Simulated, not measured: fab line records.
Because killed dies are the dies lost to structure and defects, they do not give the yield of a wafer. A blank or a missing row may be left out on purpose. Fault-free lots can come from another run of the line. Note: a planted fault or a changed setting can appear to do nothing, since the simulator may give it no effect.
Code-filled problem report in 8D (eight disciplines) form || flow n5 finfet || the parts of the form that need people (team, actions taken, sign-off) are left out

1. PROBLEM STATEMENT
Mean of run length s at N5_BEOL_M1_VIA_ETCH_34: 71.7 s across 4 wafers in 3 lots; on wafers with no fault it is 87.6 s (standard deviation 0.39). That puts it -41 standard deviations away from the usual mean.
The step: etches the open film in C4F6/O2, target depth 67.8 nm, time 64.4 s.
Seen first at day 8 06:43 on rie diel-01, wafer L227.3. Wafers with a number at this step in the record: 24, from 9 lots. Rule for "out" (also "out of limits"): further than 4 standard deviations from the usual mean. The rest of the wafers with a number are treated as sound.

2. WHAT IT IS, WHAT IT ISN'T
{"question": "which readings at this step", "is": "run length s", "is not": "drypump motor current A, oes product au, rf vpp V, showerhead plenum p Torr, throttle valve pct"}
{"question": "which lots", "is": "L227, L228, L231", "is not": "L223, L226, L234, L242, L244, L245"}
{"question": "which wafers of those lots", "is": "L227.3, L227.6, L228.3, L231.3", "is not": "L228.5, L231.2"}
{"question": "read on which tools", "is": "rie diel-01", "is not": "rie diel-03"}
{"question": "when", "is": "from day 8 06:43", "is not": "up to then (6 sound wafers); but 14 sound wafers of L228, L231, L234, L242, L244, L245 came after"}

3. SUSPECTS, AND WHAT RULES EACH OUT
Counting: if a tool at a process step up to the reading ran every lot that is out, it stays a suspect. Sound lots after the first of them don't rule it out here, since some wafers of a struck lot are sound.
- rie diel-01 at N5_BEOL_M1_VIA_ETCH_34 (etches the open film in C4F6/O2, target depth 67.8 nm, time 64.4 s): kept. It processed each lot that is out (first: L227, day 8 06:43); up to then, its last sound lot is L226 (day 7 17:09). On those wafers its own readings are out: run length s.
Left after counting: rie diel-01 at N5_BEOL_M1_VIA_ETCH_34.

4. THE CAUSE (what the simulator had put in)
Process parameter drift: rie diel-01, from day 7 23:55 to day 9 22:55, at N5_BEOL_M1_VIA_ETCH_34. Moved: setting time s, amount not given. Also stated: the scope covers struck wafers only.
After counting, this tool was the only one left.

5. SEQUENCE OF EFFECTS, ordered by route
Each row: a reading whose mean over the struck wafers that have a number lies more than 3 standard deviations from the usual. Only readings whose record carries a usual standard deviation are examined. hours: median over the lots of the time between each lot's start at the first step of this table that gives one and its start at this step. sigmas: the change, counted in usual standard deviations.
{"hours": 0, "step": "N5_BEOL_M1_VIA_ETCH_34", "reading": "run length s", "usual": "87.6 s", "on struck wafers": 71.7, "change": -15.9, "sigmas": -41}
It contains these process steps:
- N5_BEOL_M1_VIA_ETCH_34: etches the open film in C4F6/O2, target depth 67.8 nm, time 64.4 s.
Later measuring or inspecting steps at which every struck wafer that the step has a row for has a number for every such reading, and none has moved that far: N5_BEOL_M4_RC_MEAS_101.

6. WHAT WOULD HAVE CAUGHT IT SOONER
In this record the first reading out of limits was taken at day 8 06:43, 7 hours after the fault began at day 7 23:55.
